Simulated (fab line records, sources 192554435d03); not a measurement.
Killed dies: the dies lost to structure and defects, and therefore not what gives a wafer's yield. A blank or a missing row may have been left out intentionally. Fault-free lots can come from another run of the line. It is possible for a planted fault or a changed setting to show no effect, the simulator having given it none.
A lot that was struck, set against a sound lot || flow n5Finfet || 16 out of 1938 route steps
Sound: the wafers L776.1, L776.5, L776.6. Struck: wafers L783.1, L783.2 (left out: L783.4, a lot-mate that was not struck); the cause follows at the end.
Per side, at each step with rows, come the tool, then ch with its chambers, and then its first start. Under that, the readings that differ: sound wafers || struck wafers || difference of the means || sigmas: that difference in standard deviations of wafers without a fault.
alike: a reading whose means differ by less than 2 such deviations, as well as words and numbers matching on both sides. not compared: withheld readings; readings where some wafer has no value; bounds like >300 that might hide an equal value; numbers whose values overlap and for which the record gives no deviation.
Wherever a step has rows on one side only, a row that says differs or no value, or a row with sigmas, the two part there. Numbers that have no deviation but don't overlap get no sigmas and don't part them. A reading that every wafer of one side lacks parts them only if that side has two wafers or more.

first, 9 steps without rows for these wafers: N5_FIN_CUT_PEB_06 (peb time 60 s); N5_FIN_CUT_DEVELOP_07 (develop time 30 s); N5_FIN_CUT_DESCUM_13 (chemistry O2, time 7 s); N5_FIN_CUT_ETCH_30 (etches underlayer in N2/H2, target depth 13 nm, time 10.4 s); N5_FIN_CUT_ETCH_20 (etches SiARC in CF4, target depth 26 nm, time 43.3 s); N5_FIN_CUT_ETCH_21 (etches SOC in N2/H2, target depth 219 nm, overetch 43.8 nm, time 523.5 s); N5_FIN_CUT_STRIP_23 (strips in N2/H2); N5_FIN_CUT_STRIP_31 (strips in N2/H2); N5_FIN_CUT_STRIP_24 (strips in CF4).
N5_FIN_CUT_CUT_ETCH_26: etches SiNx in CH3F/O2, target depth 39 nm, time 55.7 s.
  sound on rieDiel-05 ch 0,1,3, day 2 05:53; struck on rieDiel-05 ch 1,3, day 3 21:19
{"reading": "runLengthS (s)", "sound": "79.08 78.96 78.91", "struck": "58.06 58.31", "difference": -20.80, "sigmas": -72}
{"reading": "model.etch.depthNm (nm)", "sound": "38.49 38.73 39.88", "struck": "24.72 24", "difference": -14.67, "sigmas": ""}
{"reading": "model.SOC_of_FIN_CUT_COAT_18.thkNm (nm)", "sound": "212.2 212 211.6", "struck": "218.6 218.8", "difference": "+6.8", "sigmas": ""}
  alike: O2_flow_sccm, drypumpMotorCurrentA, oesProductAu, rfVppV, showerheadPlenumPTorr, throttleValvePct
  not compared: rfHoursCounterH
then, 3 steps without rows for these wafers: N5_FIN_CUT_CUT_ETCH_27 (etches SiO2 in CHF3/O2, target depth 4 nm, overetch 2 nm, time 4.9 s); N5_FIN_CUT_PRECLEAN_35 (cleans in vHF, time 13.3 s); N5_FIN_CUT_CUT_ETCH_15 (etches Si in HBr/Cl2/O2, target depth 100 nm, bt time 10 s, time 42.4 s).
N5_FIN_CUT_CUT_ETCH_28: etches Si in HBr/Cl2/O2, target depth 6 nm, time 2.4 s.
  sound on rieSi-05 ch 0,1,3, day 2 06:08; struck on rieSi-05 ch 0,3, day 3 21:34
{"reading": "model.SOC_of_FIN_CUT_COAT_18.thkNm (nm)", "sound": "169 168.2 168.6", "struck": "175.8 176.2", "difference": "+7.4", "sigmas": ""}
  alike: HBr_flow_sccm, O2_flow_sccm, drypumpMotorCurrentA, oesProductAu, throttleValvePct
  not compared: rfHoursCounterH
then, 1 step without rows for these wafers: N5_FIN_CUT_STRIP_22 (strips in N2/H2).
-- record jumps: 7 days separate the struck wafers' starts on either side; left off in module FIN_CUT, taken up again in module BEOL_M4, whose first shown step is the route's number 1111 --
N5_BEOL_M4_RC_MEAS_101:
  sound on prober-02 ch 0, day 7 14:16; struck on prober-01 ch 0, day 10 16:50
  alike: DIBL_N, DIBL_P, IOFF_N, IOFF_P, ION_N, ION_P, SS_N, SS_P, VT_N, VT_P

## WHERE THEY PART
Only at N5_FIN_CUT_CUT_ETCH_26, within this record. Later steps at which nothing parts them and some readings are alike: N5_FIN_CUT_CUT_ETCH_28, N5_BEOL_M4_RC_MEAS_101.

WHY: the cause the simulator had injected
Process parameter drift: rieDiel-05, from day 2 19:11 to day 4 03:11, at N5_FIN_CUT_CUT_ETCH_26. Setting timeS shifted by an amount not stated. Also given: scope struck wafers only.
